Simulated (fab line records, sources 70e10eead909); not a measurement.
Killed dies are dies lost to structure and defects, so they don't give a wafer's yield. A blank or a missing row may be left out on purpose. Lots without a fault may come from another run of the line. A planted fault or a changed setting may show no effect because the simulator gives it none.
fab line records | flow nand_harc
record lots=6 wafers=16 last_day=26
route steps=1159 shown P_CONTACT@248 P_M0@253 END@1159
lots that met no fault: from a run of the same line without faults
start_h: hours from the record's first day to the start of the lot's first wafer shown | wait_h: hours since the lot's step before | " the same as in the row above | L1.1+2: a row that stands for several wafers | - no value, or no start given | * or withheld: withheld | < > ~ a bound
route shown NAME@n: a module of which the file shows steps, and the number in the route of the first | usual: mean/standard deviation of fault-free wafers | same: alike in all rows | chamber/n: place in a boat | sites: the reading at each site | _std_site: their standard deviation | _edge_site: outer sites' mean less inner sites' | radius_mm: how far each site lies from the wafer's centre | mask NAME#n: copy n | behind: the tool/chamber that last shaped the wafer | hold: why the lot was held/for how many hours/how that ended | device: the transistor (n, p or np) that didn't switch | end of line: the same wafers' tests at the end of the route | a step without rows: its recipe alone | killed: dies lost to structure and defects at the first sort, not the wafer's yield | map: a wafer's dies, x killed, . not, _ none there
set.NAME: the setting as run; set.NAME@STEP: as run at that earlier step | model.NAME: the simulator's own value behind a step, which no gauge read
lots at some steps of the route; a table a step, a row a wafer
services: from which hour (start_h, from the record's first day; less than 0 if before it) a tool's chamber was out of use, for how many hours, and why
## steps
# step NHARC_P_CONTACT_CVD_23
# recipe target_thk_a=2000 temp_c=300 pressure_torr=40 wf6_flow_sccm=40 h2_flow_sccm=1600 ar_flow_sccm=1560 time_s=557 material=W
# usual heater_power_w=489/57 throttle_valve_pct=8.3/0.53
# columns lot.wafer tool chamber start_h wait_h heater_power_w since_wet_clean_h throttle_valve_pct
L720.1 cvd_w-02 0 - - 566 112 8.6
L720.2 " 1 " " 478 112 8.8
L720.4 " 0 " " 582 - 8.4
L722.1 cvd_w-01 1 - - 417 18 7.6
L722.5 " 1 " " 416 - 7.5
L722.6 " 0 " " 533 - 8.5
L728.2 cvd_w-01 1 - - 408 - 7.5
L729.2 cvd_w-01 1 - - 409 - 7.6
L729.5 " 1 " " 417 - 7.6
L729.6 " 1 " " 415 - 7.4
L731.3 cvd_w-01 1 - - 420 - 7.6
L731.4 " 0 " " 537 - 8.8
L731.5 " 1 " " 424 - 7.7
L738.3 cvd_w-01 1 - - 403 - 7.7
L738.5 " 0 " " 523 - 8.7
L738.6 " 1 " " 420 - 7.6
# step NHARC_P_CONTACT_CMP_24
# recipe t_overpolish_s=30 target_thk_nm=200
# usual motor_current_A=12.1/1.1 overpolish_run_s=30.000/0.01 time_to_endpoint_s=42/4
# columns lot.wafer tool chamber start_h wait_h motor_current_A overpolish_run_s time_to_endpoint_s
L720.4 cmp-03 3 140.57 0.4 10.6 30.008 34
L720.2 " 0 " " 11.7 30.008 37
L720.1 " 2 " " 13.8 29.997 38
L722.1 cmp-03 3 146.84 0.6 11.4 30.008 33
L722.6 " 0 " " 12.4 29.992 36
L722.5 " 1 " " 11.3 29.982 36
L728.2 cmp-01 0 190.14 0.9 12.1 30.001 43
L729.2 cmp-03 0 191.20 0.8 12.5 29.993 39
L729.6 " 0 " " 13.1 29.996 38
L729.5 " 1 " " 11.6 30.003 39
L731.3 cmp-03 1 205.28 0.4 11.4 29.992 36
L731.4 " 3 " " 10.7 30.005 34
L731.5 " 0 " " 12.1 29.996 35
L738.3 cmp-01 0 240.21 0.3 12.3 30.007 44
L738.6 " 2 " " 13.5 29.993 37
L738.5 " 3 " " 11.4 29.977 38
# step NHARC_P_CONTACT_SRD_26
# step NHARC_P_CONTACT_INSPECT_27
# usual raw_defect_count=277/110
# columns lot.wafer tool chamber start_h wait_h raw_defect_count
L720.1 defect_inspect-01 - 140.97 0.1 315
L720.2 " - " " 369
L720.4 " - " " 394
L722.1 defect_inspect-02 - 147.17 0.1 96
L722.5 " - " " 224
L722.6 " - " " 194
L728.2 defect_inspect-01 - 190.52 0.1 188
L729.2 defect_inspect-01 - 191.61 0.1 256
L729.5 " - " " 157
L729.6 " - " " 222
L731.3 defect_inspect-02 - 205.66 0.1 281
L731.4 " - " " 235
L731.5 " - " " 269
L738.3 defect_inspect-02 - 240.57 0.1 394
L738.5 " - " " 275
L738.6 " - " " 385
# step NHARC_P_M0_DEP_00
# recipe target_thk_a=1500 target_thk_nm=150 temp_c=withheld pressure_torr=5 flow_sccm=200 rf_w=600 material=SiOC
# step NHARC_P_M0_DEHYDRATE_01
# recipe temp_c=150 time_s=120
# step NHARC_P_M0_HMDS_02
# recipe time_s=30
# step NHARC_P_M0_COAT_33
# recipe temp_c=200 time_s=65
# step NHARC_P_M0_COAT_03
# recipe spin_rpm=1500 resist_thk_nm=90
# step NHARC_P_M0_SOFTBAKE_04
# recipe temp_c=105 time_s=55
# step NHARC_P_M0_EBR_05
# step NHARC_P_M0_EXPOSE_06
# recipe na=1.35 target_cd_nm=90 dose_mj=81.28 mask_id=P_M0
# usual exposure_dose_mJ_cm2=81.30/0.079
# columns lot.wafer tool chamber start_h wait_h mask exposure_dose_mJ_cm2
L720.1 arfi_scanner-01 0 141.74 - P_M0#0 81.30
L720.2 " 0 " " P_M0#0 81.35
L720.4 " 0 " " P_M0#0 81.33
L722.1 arfi_scanner-03 0 147.93 - P_M0#0 81.29
L722.5 " 0 " " P_M0#0 81.17
L722.6 " 0 " " P_M0#0 81.25
L728.2 arfi_scanner-01 0 191.16 - P_M0#0 81.65
L729.2 arfi_scanner-01 0 192.37 - P_M0#0 81.63
L729.5 " 0 " " P_M0#0 81.69
L729.6 " 0 " " P_M0#0 81.71
L731.3 arfi_scanner-03 0 206.42 - P_M0#0 81.28
L731.4 " 0 " " P_M0#0 81.35
L731.5 " 0 " " P_M0#0 81.32
L738.3 arfi_scanner-02 0 241.34 - P_M0#0 81.35
L738.5 " 0 " " P_M0#0 81.28
L738.6 " 0 " " P_M0#0 81.21
# step NHARC_P_M0_PEB_07
# recipe peb_temp_c=100 peb_time_s=65
# step NHARC_END_SORT_01
# recipe temp_c=25
# usual defect_limited_yield=95.4/1.7 killed_at_array=27/12 killed_at_other=0.9/1.1 killed_at_periphery=3.2/2.4 killed_dies=31/12 killed_open=3.3/1.7 killed_short=2.0/1.6 sort_bin_2_pct=1.5/0.74 sort_bin_3_pct=0.25/0.22 sort_bin_4_pct=2.9/1.1 sort_n_pass=646/12 sort_rim_yield_pct=97.2/1.8 sort_yield_pct=95.4/1.7
# same gross_dies=677 sort_bin_5_pct[%]=0 sort_bin_6_pct[%]=0 sort_bin_7_pct[%]=0 sort_bin_8_pct[%]=0 sort_rim_n_gross=106.00
# columns lot.wafer tool chamber start_h wait_h defect_limited_yield[%] killed_at_array killed_at_other killed_at_periphery killed_dies killed_open killed_short sort_bin_2_pct[%] sort_bin_3_pct[%] sort_bin_4_pct[%] sort_n_pass sort_rim_yield_pct[%] sort_yield_pct[%]
L720.1 prober-02 0 547.89 2.5 96.2 23 1 2 26 1 3 0.9 0.30 2.7 651 99.1 96.2
L720.2 prober-02 0 548.70 2.8 96.0 26 0 1 27 4 2 1.3 0 2.7 650 96.2 96.0
L720.4 prober-02 0 550.31 3.4 97.5 16 0 1 17 3 3 0.7 0.15 1.6 660 98.1 97.5
L729.6 prober-02 0 590.87 4.0 96.3 22 0 3 25 3 1 1.0 0.44 2.2 652 98.1 96.3
L738.3 prober-02 0 611.89 3.1 95.0 29 0 5 34 3 3 1.6 0.44 3.0 643 98.1 95.0
L738.5 prober-02 0 613.51 3.7 93.6 39 0 4 43 7 0 1.9 0.30 4.1 634 97.2 93.6
L738.6 prober-02 0 614.32 4.1 95.6 25 0 5 30 3 1 1.5 0.15 2.8 647 98.1 95.6
# killed by level:class
L720.1 A_CHANNEL_HOLE_D1:chamber_film_flake=13 A_CONTACT:chamber_film_flake=5 P_STI:geometric_particle:short=1 A_CHANNEL_HOLE_D1:geometric_particle:open=1 A_CHANNEL_FILL_D1:geometric_particle:short=1 A_WL_FILL:geometric_particle:short=1 P_STI:chamber_film_flake=1 A_SGD_CUT:chamber_film_flake=1
L720.2 A_CHANNEL_HOLE_D1:chamber_film_flake=16 A_CONTACT:chamber_film_flake=2 A_ONON_D1:geometric_particle:open=1 A_CHANNEL_HOLE_D1:geometric_particle:short=1 A_CHANNEL_FILL_D1:geometric_particle:short=1 A_CHANNEL_FILL_D1:geometric_particle:open=1 A_WL_FILL:geometric_particle:open=1 A_CONTACT:geometric_particle:open=1
L720.4 A_CHANNEL_HOLE_D1:chamber_film_flake=7 A_CONTACT:geometric_particle:open=2 P_M0:geometric_particle:open=1 A_CHANNEL_FILL_D1:geometric_particle:short=1 A_WL_FILL:geometric_particle:short=1 A_M0:geometric_particle:short=1 A_CHANNEL_FILL_D1:chamber_film_flake=1 A_SGD_CUT:chamber_film_flake=1
L729.6 A_CHANNEL_HOLE_D1:chamber_film_flake=7 A_CONTACT:chamber_film_flake=7 A_STAIRCASE:chamber_film_flake=5 P_CONTACT:geometric_particle:open=1 P_CONTACT:geometric_particle:short=1 P_M0:geometric_particle:open=1 A_CHANNEL_HOLE_D1:geometric_particle:open=1 A_CHANNEL_FILL_D1:chamber_film_flake=1
L738.3 A_CHANNEL_HOLE_D1:chamber_film_flake=20 P_M0:geometric_particle:open=3 A_STAIRCASE:chamber_film_flake=3 A_ZERO_WELL:chamber_film_flake=2 A_CONTACT:chamber_film_flake=2 P_M0:geometric_particle:short=1 P_M2:geometric_particle:short=1 A_CHANNEL_FILL_D1:geometric_particle:short=1
L738.5 A_CHANNEL_HOLE_D1:chamber_film_flake=26 A_STAIRCASE:chamber_film_flake=4 A_ONON_D1:geometric_particle:open=2 A_M1:chamber_film_flake=2 P_M0:geometric_particle:open=1 P_M2:geometric_particle:open=1 A_SOURCE_PLATE:geometric_particle:open=1 A_WL_FILL:geometric_particle:open=1
L738.6 A_CHANNEL_HOLE_D1:chamber_film_flake=17 P_GATE:chamber_film_flake=3 A_SOURCE_PLATE:geometric_particle:open=2 A_ZERO_WELL:chamber_film_flake=2 A_CONTACT:chamber_film_flake=2 P_CONTACT:geometric_particle:open=1 A_CHANNEL_FILL_D1:geometric_particle:short=1 P_ZERO_WELL:chamber_film_flake=1
## services
# columns tool chamber start_h hours kind
arfi_scanner-01 - 116.44 1.5 repair
cvd_w-01 0 128.08 - clean
cvd_w-01 1 128.08 - clean
arfi_scanner-03 - 140.02 4.0 pm
arfi_scanner-01 - 145.34 1.3 repair
arfi_scanner-02 - 147.10 2.1 repair
cmp-03 - 156.12 4.0 pm
cmp-03 - 160.12 - consumable_replace:conditioner
cmp-03 - 160.12 - consumable_replace:pad
arfi_scanner-03 - 175.83 2.7 repair
cvd_w-01 0 179.32 10.8 repair
cmp-01 - 179.50 4.0 pm
cmp-01 - 183.50 - consumable_replace:conditioner
cmp-01 - 183.50 - consumable_replace:pad
arfi_scanner-01 - 196.00 4.0 pm
cvd_w-02 - 199.55 13.0 pm
cvd_w-02 0 199.55 13.0 vent_cycle
cvd_w-02 1 199.55 13.0 vent_cycle
cmp-01 - 210.32 0.6 repair
cvd_w-02 0 212.55 - clean
cvd_w-02 1 212.55 - clean
cvd_w-01 0 223.78 6.5 repair
cmp-01 - 240.66 1.2 repair
## key
first_sign step=NHARC_P_M0_EXPOSE_06 reading=exposure_dose_mJ_cm2 direction=up sigmas=4.7 usual=81.30 struck=81.67
effect none on later readings
met_at NHARC_P_M0_EXPOSE_06
struck_wafers L728.2,L729.2,L729.5,L729.6
rows_end L728.2
loop_trim step=NHARC_P_M0_EXPOSE_06 setting=dose lots=L728,L729
onset_between 141.74 191.16
fault kind=process_parameter_drift tool=arfi_scanner-01 chamber=- onset_h=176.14 steps=NHARC_P_M0_EXPOSE_06 channel=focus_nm offset=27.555 spread_by_wafer=0.3 shape=step
# rows_end: these wafers met a further fault down the route, and their rows from its step on are left out
# loop_trim: a control loop set the setting to another value than it would have without faults
